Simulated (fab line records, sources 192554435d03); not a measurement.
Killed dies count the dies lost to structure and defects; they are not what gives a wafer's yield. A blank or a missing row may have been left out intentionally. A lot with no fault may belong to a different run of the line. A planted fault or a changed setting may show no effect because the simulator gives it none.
Chamber matching / flow n5Finfet / N5_BEOL_M7_STRIP_19 on rieDiel-04 has 4 sister chambers
The step strips in O2. 16 wafers are shown with their chamber, then 8 later ones without.

== EACH WAFER AND ITS CHAMBER ==
wafer=L897.3; chamber=3; drypumpMotorCurrentA (A)=5.3; showerheadPlenumPTorr (Torr)=2.17; throttleValvePct (%)=16.62
wafer=L897.4; chamber=0; drypumpMotorCurrentA (A)=5.5; showerheadPlenumPTorr (Torr)=2.08; throttleValvePct (%)=16.79
wafer=L897.6; chamber=2; drypumpMotorCurrentA (A)=6.1; showerheadPlenumPTorr (Torr)=2.16; throttleValvePct (%)=17.10
wafer=L899.1; chamber=2; drypumpMotorCurrentA (A)=6.1; showerheadPlenumPTorr (Torr)=2.16; throttleValvePct (%)=17.10
wafer=L899.3; chamber=0; drypumpMotorCurrentA (A)=5.6; showerheadPlenumPTorr (Torr)=2.08; throttleValvePct (%)=16.79
wafer=L899.5; chamber=0; drypumpMotorCurrentA (A)=5.6; showerheadPlenumPTorr (Torr)=2.08; throttleValvePct (%)=16.81
wafer=L898.1; chamber=3; drypumpMotorCurrentA (A)=5.3; showerheadPlenumPTorr (Torr)=2.16; throttleValvePct (%)=16.62
wafer=L898.3; chamber=0; drypumpMotorCurrentA (A)=5.6; showerheadPlenumPTorr (Torr)=2.08; throttleValvePct (%)=16.80
wafer=L898.6; chamber=2; drypumpMotorCurrentA (A)=6.1; showerheadPlenumPTorr (Torr)=2.16; throttleValvePct (%)=17.09
wafer=L906.1; chamber=1; drypumpMotorCurrentA (A)=6.5; showerheadPlenumPTorr (Torr)=2.12; throttleValvePct (%)=16.55
wafer=L906.3; chamber=2; drypumpMotorCurrentA (A)=6.1; showerheadPlenumPTorr (Torr)=2.16; throttleValvePct (%)=17.12
wafer=L906.4; chamber=3; drypumpMotorCurrentA (A)=5.3; showerheadPlenumPTorr (Torr)=2.16; throttleValvePct (%)=16.64
wafer=L909.2; chamber=1; drypumpMotorCurrentA (A)=6.5; showerheadPlenumPTorr (Torr)=2.12; throttleValvePct (%)=16.57
wafer=L909.4; chamber=1; drypumpMotorCurrentA (A)=6.5; showerheadPlenumPTorr (Torr)=2.12; throttleValvePct (%)=16.54
wafer=L909.6; chamber=1; drypumpMotorCurrentA (A)=6.5; showerheadPlenumPTorr (Torr)=2.12; throttleValvePct (%)=16.55
wafer=L910.2; chamber=1; drypumpMotorCurrentA (A)=6.5; showerheadPlenumPTorr (Torr)=2.12; throttleValvePct (%)=16.58

SIGNATURES (means of the wafers above)
reading=drypumpMotorCurrentA; chamber 0=5.575; chamber 1=6.500; chamber 2=6.100; chamber 3=5.300; scatter within a chamber=0.025
reading=showerheadPlenumPTorr; chamber 0=2.0800; chamber 1=2.1200; chamber 2=2.1600; chamber 3=2.1633; scatter within a chamber=0.00236
reading=throttleValvePct; chamber 0=16.7975; chamber 1=16.5580; chamber 2=17.1025; chamber 3=16.6267; scatter within a chamber=0.0132
Rule: distance of a wafer from a chamber = root of the sum over the readings of ((wafer's reading minus chamber's mean) / reading's scatter) squared. The wafer belongs to the nearest chamber; if the next one is less than 2 further off, it can't be placed. The scatter: take each reading less its chamber's mean, square it, sum over the shown wafers, divide by the number of wafers less the number of chambers, and take the root.

== WAFERS WITH NO CHAMBER GIVEN ==
wafer=L910.3; drypumpMotorCurrentA (A)=6.5; showerheadPlenumPTorr (Torr)=2.12; throttleValvePct (%)=16.58
wafer=L910.5; drypumpMotorCurrentA (A)=6.5; showerheadPlenumPTorr (Torr)=2.12; throttleValvePct (%)=16.58
wafer=L911.2; drypumpMotorCurrentA (A)=6.5; showerheadPlenumPTorr (Torr)=2.12; throttleValvePct (%)=16.57
wafer=L911.4; drypumpMotorCurrentA (A)=6.5; showerheadPlenumPTorr (Torr)=2.12; throttleValvePct (%)=16.58
wafer=L911.6; drypumpMotorCurrentA (A)=5.6; showerheadPlenumPTorr (Torr)=2.07; throttleValvePct (%)=16.83
wafer=L919.1; drypumpMotorCurrentA (A)=6.5; showerheadPlenumPTorr (Torr)=2.11; throttleValvePct (%)=16.61
wafer=L919.4; drypumpMotorCurrentA (A)=6.5; showerheadPlenumPTorr (Torr)=2.11; throttleValvePct (%)=16.60
wafer=L919.5; drypumpMotorCurrentA (A)=5.6; showerheadPlenumPTorr (Torr)=2.07; throttleValvePct (%)=16.88

== EACH ONE'S CHAMBER ==
wafer=L910.3; from the rows above=1; in truth=1
wafer=L910.5; from the rows above=1; in truth=1
wafer=L911.2; from the rows above=1; in truth=1
wafer=L911.4; from the rows above=1; in truth=1
wafer=L911.6; from the rows above=0; in truth=0
wafer=L919.1; from the rows above=1; in truth=1
wafer=L919.4; from the rows above=1; in truth=1
wafer=L919.5; from the rows above=0; in truth=0
Correct placement for 8 of the 8. Can't be placed from these rows: 0. 0 placed wrongly.
